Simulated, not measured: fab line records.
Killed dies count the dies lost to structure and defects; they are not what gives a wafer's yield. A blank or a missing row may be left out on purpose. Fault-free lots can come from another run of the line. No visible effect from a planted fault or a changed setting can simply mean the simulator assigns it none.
Chamber matching | flow nand harc | 4 sister chambers for NHARC_A_WL_FILL_ALD_10 on ald hk-02
The step deposits SiO2, target thk 50 nm, pulse time 10 s, ald cycles 500. 18 wafers are shown with their chamber, then 9 later ones without.

## WAFERS PAIRED WITH THEIR CHAMBERS
wafer  | chamber | heater power w (W) | susceptor temp C (C) | precursor pulse height rel
L074.1 | 0       | 479                | 299.82               | 0.972
L074.2 | 3       | 389                | 299.90               | 0.990
L074.4 | 2       | 465                | 300.03               | 0.992
L077.4 | 3       | 382                | 300.17               | 0.987
L077.5 | 3       | 398                | 299.84               | 0.988
L077.6 | 2       | 474                | 300.18               | 0.967
L078.2 | 3       | 389                | 299.93               | 0.991
L078.1 | 2       | 477                | 300.19               | 1.006
L078.6 | 3       | 394                | 299.89               | 0.972
L083.3 | 0       | 469                | 300.18               | 0.999
L083.4 | 3       | 418                | 299.82               | 0.999
L083.6 | 3       | 412                | 299.92               | 1.012
L084.1 | 2       | 445                | 299.81               | 0.976
L084.5 | 1       | 401                | 300.09               | 0.994
L084.6 | 2       | 430                | 299.81               | 1.020
L091.1 | 0       | 476                | 300.10               | 0.984
L091.2 | 2       | 440                | 299.89               | 0.980
L091.4 | 3       | 423                | 300.20               | 0.998

SIGNATURES, as means of the wafers listed above
reading                    | chamber 0 | chamber 1 | chamber 2 | chamber 3 | scatter within a chamber
heater power w             | 474.67    | 401.00    | 455.17    | 400.62    | 15.9
susceptor temp C           | 300.0333  | 300.0900  | 299.9850  | 299.9588  | 0.163
precursor pulse height rel | 0.98500   | 0.99400   | 0.99017   | 0.99213   | 0.0153
Rule: for each reading, subtract the chamber's mean from the wafer's reading, divide by that reading's scatter and square the result; add these up over the readings and take the root, which gives the wafer's distance from the chamber. The wafer belongs to the nearest chamber; if the next one is less than 2 further off, it can't be placed. The scatter: take each reading less its chamber's mean, square it, sum over the shown wafers, divide by the number of wafers less the number of chambers, and take the root.

## WAFERS WHOSE CHAMBER IS MISSING
wafer  | heater power w (W) | susceptor temp C (C) | precursor pulse height rel
L092.2 | 441                | 299.85               | 1.010
L092.4 | 406                | 299.84               | 1.030
L092.6 | 445                | 299.73               | 0.973
L094.1 | 403                | 300.13               | 0.987
L094.4 | 450                | 300.21               | 1.011
L094.5 | 400                | 299.86               | 0.994
L097.2 | 465                | 300.31               | 1.035
L097.4 | 416                | 300.05               | 0.999
L097.6 | 423                | 299.93               | 1.001

## WHICH CHAMBER EACH WENT THROUGH
wafer  | from the rows above               | in truth
L092.2 | can't be placed: 2 or 3 or 0 or 1 | 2
L092.4 | can't be placed: 3 or 1 or 2      | 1
L092.6 | can't be placed: 2 or 0 or 3 or 1 | 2
L094.1 | can't be placed: 1 or 3           | 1
L094.4 | can't be placed: 2 or 0 or 1 or 3 | 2
L094.5 | can't be placed: 3 or 1           | 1
L097.2 | can't be placed: 2 or 0 or 1 or 3 | 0
L097.4 | can't be placed: 1 or 3 or 2      | 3
L097.6 | can't be placed: 3 or 1 or 2 or 0 | 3
Correct placement for 0 of the 9. These rows do not allow placing 9 (true chamber among the candidates in 9). Number placed wrongly: 0.
